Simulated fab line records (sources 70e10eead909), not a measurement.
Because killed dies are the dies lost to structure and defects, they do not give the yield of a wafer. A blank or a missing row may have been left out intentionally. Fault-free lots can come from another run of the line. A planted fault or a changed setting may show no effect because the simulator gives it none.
Matching of chambers :: flow nand harc :: NHARC_A_SLIT_DEP_25 on pecvd-02 has 3 sister chambers
The step deposits SiO2, target thk 200 nm. 14 wafers are shown with their chamber, then 7 later ones without.

## WAFERS WITH THEIR CHAMBER
wafer: L079.4
chamber: 1
throttle valve pct (%): 17.5
rf fwd power W (W): 898.3
heater power w (W): 503

wafer: L079.5
chamber: 2
throttle valve pct (%): 16.2
rf fwd power W (W): 895.7
heater power w (W): 457

wafer: L079.6
chamber: 0
throttle valve pct (%): 16.9
rf fwd power W (W): 896.8
heater power w (W): 499

wafer: L083.3
chamber: 1
throttle valve pct (%): 16.9
rf fwd power W (W): 897.6
heater power w (W): 602

wafer: L083.5
chamber: 0
throttle valve pct (%): 16.8
rf fwd power W (W): 895.5
heater power w (W): 650

wafer: L083.6
chamber: 1
throttle valve pct (%): 17.2
rf fwd power W (W): 898.2
heater power w (W): 615

wafer: L082.2
chamber: 1
throttle valve pct (%): 17.3
rf fwd power W (W): 895.5
heater power w (W): 590

wafer: L082.4
chamber: 1
throttle valve pct (%): 16.7
rf fwd power W (W): 899.3
heater power w (W): 587

wafer: L082.6
chamber: 0
throttle valve pct (%): 16.4
rf fwd power W (W): 895.0
heater power w (W): 582

wafer: L086.2
chamber: 0
throttle valve pct (%): 16.7
rf fwd power W (W): 899.0
heater power w (W): 529

wafer: L086.4
chamber: 0
throttle valve pct (%): 16.2
rf fwd power W (W): 899.8
heater power w (W): 542

wafer: L086.6
chamber: 2
throttle valve pct (%): 15.8
rf fwd power W (W): 894.8
heater power w (W): 476

wafer: L088.2
chamber: 2
throttle valve pct (%): 15.7
rf fwd power W (W): 896.8
heater power w (W): 627

wafer: L088.5
chamber: 2
throttle valve pct (%): 15.6
rf fwd power W (W): 897.1
heater power w (W): 620

SIGNATURES (averages over the wafers above)
reading: throttle valve pct
chamber 0: 16.600
chamber 1: 17.120
chamber 2: 15.825
scatter within a chamber: 0.295

reading: rf fwd power W
chamber 0: 897.220
chamber 1: 897.780
chamber 2: 896.100
scatter within a chamber: 1.63

reading: heater power w
chamber 0: 560.40
chamber 1: 579.40
chamber 2: 545.00
scatter within a chamber: 64.8
Rule: distance of a wafer from a chamber = root of the sum over the readings of ((wafer's reading minus chamber's mean) / reading's scatter) squared. The wafer belongs to the nearest chamber; if the next one is less than 2 further off, it can't be placed. The scatter: take each reading less its chamber's mean, square it, sum over the shown wafers, divide by the number of wafers less the number of chambers, and take the root.

## WAFERS WHOSE CHAMBER IS MISSING
wafer: L088.6
throttle valve pct (%): 16.7
rf fwd power W (W): 903.4
heater power w (W): 592

wafer: L091.1
throttle valve pct (%): 15.7
rf fwd power W (W): 902.3
heater power w (W): 543

wafer: L091.3
throttle valve pct (%): 16.9
rf fwd power W (W): 893.5
heater power w (W): 610

wafer: L091.4
throttle valve pct (%): 15.7
rf fwd power W (W): 899.9
heater power w (W): 575

wafer: L096.2
throttle valve pct (%): 17.3
rf fwd power W (W): 897.9
heater power w (W): 455

wafer: L096.5
throttle valve pct (%): 17.3
rf fwd power W (W): 898.1
heater power w (W): 474

wafer: L096.6
throttle valve pct (%): 15.8
rf fwd power W (W): 898.3
heater power w (W): 504

## CHAMBER TAKEN BY EACH
wafer: L088.6
from the rows above: can't be placed: 1 or 0 or 2
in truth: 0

wafer: L091.1
from the rows above: can't be placed: 2 or 0 or 1
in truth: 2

wafer: L091.3
from the rows above: can't be placed: 0 or 1 or 2
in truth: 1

wafer: L091.4
from the rows above: can't be placed: 2 or 0
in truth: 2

wafer: L096.2
from the rows above: can't be placed: 1 or 0
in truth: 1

wafer: L096.5
from the rows above: can't be placed: 1 or 0
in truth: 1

wafer: L096.6
from the rows above: can't be placed: 2 or 0
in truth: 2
0 of 7 placed correctly. From these rows, 7 cannot be placed; in 7 the true chamber is one of the candidates. Number placed wrongly: 0.
